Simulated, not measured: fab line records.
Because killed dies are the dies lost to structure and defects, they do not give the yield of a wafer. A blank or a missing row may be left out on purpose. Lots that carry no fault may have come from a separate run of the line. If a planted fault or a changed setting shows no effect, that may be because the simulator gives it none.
fab line records    flow nandHarc
record lots=13  wafers=39  lastDay=33
route steps=1302 shown P_ZERO_WELL@12 P_STI@85 P_GATE@142
lots with no fault: from the same line, run without faults
startH: the number of hours between the record's first day and the start of the first shown wafer of the lot    waitH: how many hours have passed since the lot's step before this one    " as in the row above    L1.1+2: a row that stands for several wafers    - either no value or no given start    * or withheld: withheld    < > ~ a bound
route shown NAME@n: NAME is a module with steps in the file, n the number in the route of the first one    usual: mean and standard deviation over wafers with no fault    same: alike in all rows    chamber/n: place in a boat    sites: per-site readings    _std_site: their standard deviation    _edge_site: inner sites' mean taken away from outer sites' mean    radiusMm: for every site, how far away it sits from the centre of the wafer    mask NAME#n: copy n    behind: the tool/chamber that last shaped the wafer    hold: the reason the lot was held/the length of the hold in hours/how it ended    device: which transistor (n, p or np) failed to switch    end of line: the tests these same wafers got at the end of their route    a step given without rows: its recipe and nothing more    killed: count of dies lost to structure and defects at first sort (not the wafer's yield)    map: dies across one wafer; x = killed, . = not, _ = none there
set.NAME: the setting as run; set.NAME@STEP: as run at that earlier step    model.NAME: the simulator's own value behind a step, which no gauge read
steps of the route over a sample of lots; a table a step, a row a wafer
services: a tool's chamber out of use, with start hour (startH, from the record's first day; less than 0 if before it), hours out, and reason
## steps
# step NHARC_P_ZERO_WELL_PEB_09
# recipe pebTempC=128  pebTimeS=80
# usual exhaustPa=44.9/0.98
lot.wafer  tool           chamber  startH  waitH  exhaustPa
L985.2     lithoTrack-07  0        21.15   0.1    46.9
L985.3     "              0        "       "      45.7
L985.4     "              0        "       "      46.0
L988.1     lithoTrack-03  0        51.02   0.1    43.2
L988.5     "              0        "       "      45.8
L988.6     "              0        "       "      45.4
L989.2     lithoTrack-03  0        61.32   0.1    42.4
L989.4     "              0        "       "      44.6
L989.5     "              0        "       "      45.8
L990.2     lithoTrack-03  0        71.27   0.1    45.2
L990.4     "              0        "       "      44.7
L990.5     "              0        "       "      44.8
L991.3     lithoTrack-03  0        81.03   0.1    45.4
L991.4     "              0        "       "      45.3
L991.6     "              0        "       "      45.4
L992.4     lithoTrack-03  0        91.04   0.0    46.4
L992.5     "              0        "       "      44.0
L992.6     "              0        "       "      45.1
L993.1     lithoTrack-07  0        101.04  0.1    46.6
L993.4     "              0        "       "      46.4
L993.5     "              0        "       "      46.7
L997.1     lithoTrack-07  0        141.27  0.1    45.6
L997.2     "              0        "       "      45.6
L997.5     "              0        "       "      44.8
L103.1     lithoTrack-07  0        201.16  0.1    44.2
L103.2     "              0        "       "      44.3
L103.4     "              0        "       "      42.9
L104.1     lithoTrack-07  0        211.16  0.1    45.9
L104.3     "              0        "       "      44.8
L104.5     "              0        "       "      45.0
L106.1     lithoTrack-03  0        231.16  0.1    45.8
L106.3     "              0        "       "      44.8
L106.4     "              0        "       "      45.1
L107.1     lithoTrack-03  0        241.02  0.1    43.9
L107.2     "              0        "       "      42.6
L107.3     "              0        "       "      43.6
L108.1     lithoTrack-05  0        251.03  0.1    43.8
L108.5     "              0        "       "      44.2
L108.6     "              0        "       "      44.1
# step NHARC_P_ZERO_WELL_CD_MEAS_11
# recipe targetCdNm=500  landingEnergyEv=500
# usual cdNm=500.7/2.5
lot.wafer  tool      chamber  startH  waitH  cdNm
L985.2     cdSem-01  0        21.24   -      503.4
L985.3     "         0        "       "      498.7
L985.4     "         0        "       "      498.2
L988.1     cdSem-01  0        51.11   -      501.6
L988.5     "         0        "       "      498.2
L988.6     "         0        "       "      498.0
L989.2     cdSem-02  0        61.41   -      500.4
L989.4     "         0        "       "      496.5
L989.5     "         0        "       "      499.1
L990.2     cdSem-01  0        71.36   -      503.5
L990.4     "         0        "       "      499.4
L990.5     "         0        "       "      503.4
L991.3     cdSem-01  0        81.12   -      496.9
L991.4     "         0        "       "      497.1
L991.6     "         0        "       "      499.5
L992.4     cdSem-02  0        91.13   -      502.1
L992.5     "         0        "       "      499.0
L992.6     "         0        "       "      499.0
L993.1     cdSem-03  0        101.12  -      502.1
L993.4     "         0        "       "      492.6
L993.5     "         0        "       "      498.7
L997.1     cdSem-03  0        141.36  -      494.6
L997.2     "         0        "       "      499.8
L997.5     "         0        "       "      502.3
L103.1     cdSem-02  0        201.25  -      503.0
L103.2     "         0        "       "      505.3
L103.4     "         0        "       "      513.9
L104.1     cdSem-02  0        211.25  -      504.0
L104.3     "         0        "       "      508.3
L104.5     "         0        "       "      501.4
L106.1     cdSem-02  0        231.24  -      497.4
L106.3     "         0        "       "      496.1
L106.4     "         0        "       "      501.5
L107.1     cdSem-03  0        241.11  -      500.2
L107.2     "         0        "       "      500.8
L107.3     "         0        "       "      500.0
L108.1     cdSem-02  0        251.11  -      504.6
L108.5     "         0        "       "      502.3
L108.6     "         0        "       "      500.4
# step NHARC_P_STI_INSPECT_11
# usual rawDefectCount=5.9/2.9
lot.wafer  tool              chamber  startH  waitH  rawDefectCount
L985.2     defectInspect-02  -        44.40   0.0    6
L985.3     "                 -        "       "      3
L985.4     "                 -        "       "      2
L988.1     defectInspect-01  -        76.39   0.0    0
L988.5     "                 -        "       "      3
L988.6     "                 -        "       "      5
L989.2     defectInspect-02  -        84.93   0.0    12
L989.4     "                 -        "       "      6
L989.5     "                 -        "       "      8
L990.2     defectInspect-02  -        94.72   0.0    4
L990.4     "                 -        "       "      5
L990.5     "                 -        "       "      4
L991.3     defectInspect-02  -        102.83  0.0    11
L991.4     "                 -        "       "      2
L991.6     "                 -        "       "      2
L992.4     defectInspect-01  -        112.61  0.0    8
L992.5     "                 -        "       "      4
L992.6     "                 -        "       "      7
L993.1     defectInspect-02  -        122.78  0.0    7
L993.4     "                 -        "       "      3
L993.5     "                 -        "       "      3
L997.1     defectInspect-01  -        162.80  0.0    4
L997.2     "                 -        "       "      4
L997.5     "                 -        "       "      7
L103.1     defectInspect-02  -        222.66  0.0    6
L103.2     "                 -        "       "      6
L103.4     "                 -        "       "      8
L104.1     defectInspect-02  -        233.35  0.0    5
L104.3     "                 -        "       "      3
L104.5     "                 -        "       "      6
L106.1     defectInspect-01  -        254.93  0.0    4
L106.3     "                 -        "       "      5
L106.4     "                 -        "       "      5
L107.1     defectInspect-01  -        263.80  0.0    6
L107.2     "                 -        "       "      11
L107.3     "                 -        "       "      6
L108.1     defectInspect-02  -        273.30  0.0    9
L108.5     "                 -        "       "      8
L108.6     "                 -        "       "      5
# step NHARC_P_STI_ETCH_15
# recipe targetDepthA=3000  taperDeg=4  timeS=100.1  hbrFlowSccm=150  cl2FlowSccm=50  rfW=400  icpW=400  biasW=100  chemistry=HBr/Cl2
# usual drypumpMotorCurrentA=5.7/0.48  oesProductAu=0.999/0.013  throttleValvePct=26.405/0.0087
lot.wafer  tool      chamber  startH  waitH  drypumpMotorCurrentA  oesProductAu  rfHoursCounterH  throttleValvePct
L985.4     rieSi-06  3        44.80   -      5.4                   0.991         0.90             26.410
L985.3     "         0        "       "      5.8                   0.979         0.85             26.412
L985.2     "         2        "       "      5.1                   0.996         1.06             26.407
L988.1     rieSi-04  0        76.81   -      6.8                   0.985         0.46             26.404
L988.5     "         0        "       "      6.8                   0.986         -                26.411
L988.6     "         1        "       "      6.0                   0.997         -                26.407
L989.2     rieSi-04  1        85.34   -      6.0                   0.992         0.57             26.399
L989.4     "         0        "       "      6.8                   0.990         0.55             26.400
L989.5     "         2        "       "      5.6                   0.998         -                26.391
L990.2     rieSi-04  3        95.13   -      5.5                   0.997         0.51             26.392
L990.4     "         0        "       "      6.8                   1.006         0.59             26.405
L990.5     "         0        "       "      6.8                   1.010         -                26.402
L991.4     rieSi-01  1        103.23  -      5.8                   1.009         0.40             26.418
L991.3     "         2        "       "      4.9                   1.017         0.52             26.406
L991.6     "         2        "       "      4.9                   0.993         -                26.416
L992.4     rieSi-01  1        113.05  -      5.8                   1.004         0.51             26.418
L992.6     "         3        "       "      5.5                   0.979         -                26.414
L992.5     "         0        "       "      5.6                   0.995         -                26.399
L993.4     rieSi-06  1        123.72  -      5.4                   1.016         0.23             26.402
L993.1     "         2        "       "      5.1                   0.991         0.19             26.423
L993.5     "         0        "       "      5.8                   0.994         -                26.430
L997.1     rieSi-06  2        163.23  -      5.1                   0.995         0.40             26.408
L997.2     "         3        "       "      5.4                   0.993         0.44             26.416
L997.5     "         1        "       "      5.3                   1.026         -                26.405
L103.4     rieSi-01  0        223.11  -      5.5                   0.993         0.15             26.399
L103.1     "         1        "       "      5.8                   1.016         0.15             26.399
L103.2     "         2        "       "      4.9                   1.025         0.17             26.413
L104.1     rieSi-04  2        233.77  -      5.7                   1.019         0.38             26.414
L104.3     "         3        "       "      5.5                   0.982         0.38             26.411
L104.5     "         2        "       "      5.7                   1.015         -                26.400
L106.1     rieSi-01  2        255.34  -      5.0                   1.011         0.41             26.410
L106.3     "         1        "       "      5.9                   0.994         0.38             26.393
L106.4     "         3        "       "      5.5                   0.983         -                26.407
L107.1     rieSi-06  3        264.21  -      5.4                   0.995         0.05             26.389
L107.2     "         0        "       "      5.8                   1.006         0.03             26.405
L107.3     "         1        "       "      5.4                   1.005         0.03             26.394
L108.1     rieSi-01  1        273.76  -      5.8                   1.008         0.51             26.401
L108.5     "         3        "       "      5.5                   0.976         -                26.398
L108.6     "         0        "       "      5.6                   0.996         -                26.407
# step NHARC_P_GATE_OVL_MEAS_27
# usual overlayXNm=-0.1/0.59  overlayYNm=0.0/0.9
lot.wafer  tool        chamber  startH  waitH  overlayXNm  overlayYNm
L985.2     overlay-01  -        100.07  -      0.4         1.2
L985.3     "           -        "       "      0.4         0.9
L985.4     "           -        "       "      0.4         0.8
L989.2     overlay-02  -        138.73  -      -0.2        0.6
L989.4     "           -        "       "      -0.3        1.2
L989.5     "           -        "       "      -0.2        1.3
L988.1     overlay-02  -        139.39  -      -0.5        -0.7
L988.5     "           -        "       "      -0.9        0.0
L988.6     "           -        "       "      -0.4        -0.2
L990.2     overlay-01  -        153.88  -      -0.7        -1.4
L990.4     "           -        "       "      -0.3        -1.0
L990.5     "           -        "       "      -1.0        -1.7
L991.3     overlay-02  -        154.43  -      0.1         -0.4
L991.4     "           -        "       "      0.2         -0.6
L991.6     "           -        "       "      0.5         -0.5
L992.4     overlay-01  -        176.75  -      0.4         -0.9
L992.5     "           -        "       "      0.9         -1.1
L992.6     "           -        "       "      0.8         -0.4
L993.1     overlay-01  -        181.67  -      -0.1        0.0
L993.4     "           -        "       "      -0.8        0.2
L993.5     "           -        "       "      -0.8        1.0
L997.1     overlay-02  -        211.27  -      -0.9        1.0
L997.2     "           -        "       "      -0.7        1.0
L997.5     "           -        "       "      -0.8        0.7
L103.1     overlay-02  -        278.28  -      -0.4        -0.7
L103.2     "           -        "       "      -0.8        -0.3
L103.4     "           -        "       "      -0.3        -0.5
L104.1     overlay-02  -        284.88  -      0.1         -0.2
L104.3     "           -        "       "      1.0         0.3
L104.5     "           -        "       "      0.7         0.1
L106.1     overlay-02  -        304.59  -      0.2         -0.7
L106.3     "           -        "       "      0.3         -1.2
L106.4     "           -        "       "      0.2         -1.4
L107.1     overlay-02  -        316.72  -      -0.1        0.3
L107.2     "           -        "       "      0.2         0.2
L107.3     "           -        "       "      0.4         0.8
L108.1     overlay-01  -        323.95  -      -0.1        1.2
L108.5     "           -        "       "      0.2         1.3
L108.6     "           -        "       "      -0.1        1.4
## services
tool           chamber  startH  hours  kind
rieSi-01       -        16.00   9.0    pm
rieSi-01       0        16.00   9.0    ventCycle
rieSi-01       1        16.00   9.0    ventCycle
rieSi-01       2        16.00   9.0    ventCycle
rieSi-01       3        16.00   9.0    ventCycle
rieSi-01       0        25.00   -      clean
rieSi-01       1        25.00   -      clean
rieSi-01       2        25.00   -      clean
rieSi-01       3        25.00   -      clean
rieSi-04       2        69.61   4.8    repair
rieSi-06       -        72.00   9.0    pm
lithoTrack-07  -        76.00   7.0    pm
lithoTrack-03  -        100.00  7.0    pm
lithoTrack-05  -        124.00  7.0    pm
rieSi-04       -        146.40  0.1    repair
rieSi-04       -        165.00  9.0    pm
rieSi-01       3        189.42  4.8    repair
rieSi-01       -        193.00  9.0    pm
rieSi-01       0        193.00  9.0    ventCycle
rieSi-04       -        231.77  0.7    repair
rieSi-06       -        249.00  9.0    pm
lithoTrack-07  -        251.00  7.0    pm
rieSi-04       0        252.86  12.8   repair
rieSi-01       0        254.84  1.3    repair
## key
firstSign step=NHARC_P_ZERO_WELL_CD_MEAS_11  reading=cdNm  direction=up  sigmas=4.2  usual=500.7  struck=511.1
effect none on later readings
metAt NHARC_P_ZERO_WELL_PEB_09
struckLots L103,L104
struckWafers L103.4,L104.3
testerLeftOut L103,L104
notActingAt NHARC_P_STI_INSPECT_11,NHARC_P_STI_ETCH_15,NHARC_P_GATE_OVL_MEAS_27
onsetBetween 141.27 201.16
fault kind=processParameterDrift  tool=lithoTrack-07  chamber=-  onsetH=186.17  steps=NHARC_P_ZERO_WELL_PEB_09  channel=pebTimeS  offset=*  shape=step  endH=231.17  scope=struckWafersOnly  actsIn=*  stated=*
# testerLeftOut: of these lots the tester's yield and bins aren't shown, on N5 and GAA mostly nor the transistor test; their killed dies are dies lost to structure and defects alone, not to doping, threshold or leakage, so they don't give the yield
